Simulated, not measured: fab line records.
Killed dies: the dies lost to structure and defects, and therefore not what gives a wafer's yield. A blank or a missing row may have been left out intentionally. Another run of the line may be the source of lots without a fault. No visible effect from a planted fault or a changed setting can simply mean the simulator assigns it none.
Chamber matching | flow nandHarc | rieDiel-02 running NHARC_A_CHANNEL_HOLE_D2_ETCH_38: 4 sister chambers
The step etches the open film in CF4, target depth 39 nm, time 65 s. 14 wafers are shown with their chamber, then 6 later ones without.

== WAFERS PAIRED WITH THEIR CHAMBERS ==
wafer  | chamber | showerheadPlenumPTorr (Torr) | oesProductAu (a.u.) | rfVppV (V)
L074.2 | 0       | 1.87                         | 0.997               | 154.5
L074.3 | 2       | 1.70                         | 1.003               | 151.1
L074.5 | 1       | 1.68                         | 0.995               | 151.3
L078.1 | 2       | 1.69                         | 0.990               | 151.6
L078.3 | 1       | 1.68                         | 0.992               | 149.7
L078.5 | 2       | 1.69                         | 0.998               | 148.9
L082.1 | 2       | 1.69                         | 0.997               | 150.3
L082.2 | 0       | 1.87                         | 0.988               | 151.7
L082.4 | 1       | 1.68                         | 0.985               | 149.9
L089.3 | 0       | 1.87                         | 0.995               | 152.3
L089.5 | 0       | 1.86                         | 0.990               | 152.9
L090.1 | 3       | 1.85                         | 1.017               | 153.5
L090.3 | 2       | 1.69                         | 1.002               | 148.9
L090.4 | 0       | 1.86                         | 0.993               | 152.6

SIGNATURES (averages over the wafers above)
reading               | chamber 0 | chamber 1 | chamber 2 | chamber 3 | scatter within a chamber
showerheadPlenumPTorr | 1.8660    | 1.6800    | 1.6920    | 1.8500    | 0.00447
oesProductAu          | 0.99260   | 0.99067   | 0.99800   | 1.01700   | 0.0046
rfVppV                | 152.800   | 150.300   | 150.160   | 153.500   | 1.1
Rule: a wafer's distance from a chamber is the root of the sum, over the readings, of the square of ((its reading less the chamber's mean) divided by the reading's scatter). The wafer belongs to the nearest chamber; if the next one is less than 2 further off, it can't be placed. The scatter: take each reading less its chamber's mean, square it, sum over the shown wafers, divide by the number of wafers less the number of chambers, and take the root.

== WAFERS WITHOUT THEIR CHAMBER ==
wafer  | showerheadPlenumPTorr (Torr) | oesProductAu (a.u.) | rfVppV (V)
L093.1 | 1.85                         | 1.029               | 151.7
L093.2 | 1.86                         | 0.997               | 153.0
L093.6 | 1.68                         | 1.024               | 150.3
L097.3 | 1.86                         | 0.995               | 151.2
L097.4 | 1.69                         | 1.014               | 149.6
L097.6 | 1.69                         | 1.016               | 151.0

== THE CHAMBER EACH PASSED THROUGH ==
wafer  | from the rows above     | in truth
L093.1 | 3                       | 3
L093.2 | 0                       | 0
L093.6 | can't be placed: 2 or 1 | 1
L097.3 | 0                       | 0
L097.4 | 2                       | 2
L097.6 | can't be placed: 2 or 1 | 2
Correctly placed: 4 of 6. These rows do not allow placing 2 (true chamber among the candidates in 2). Wrongly placed: 0.
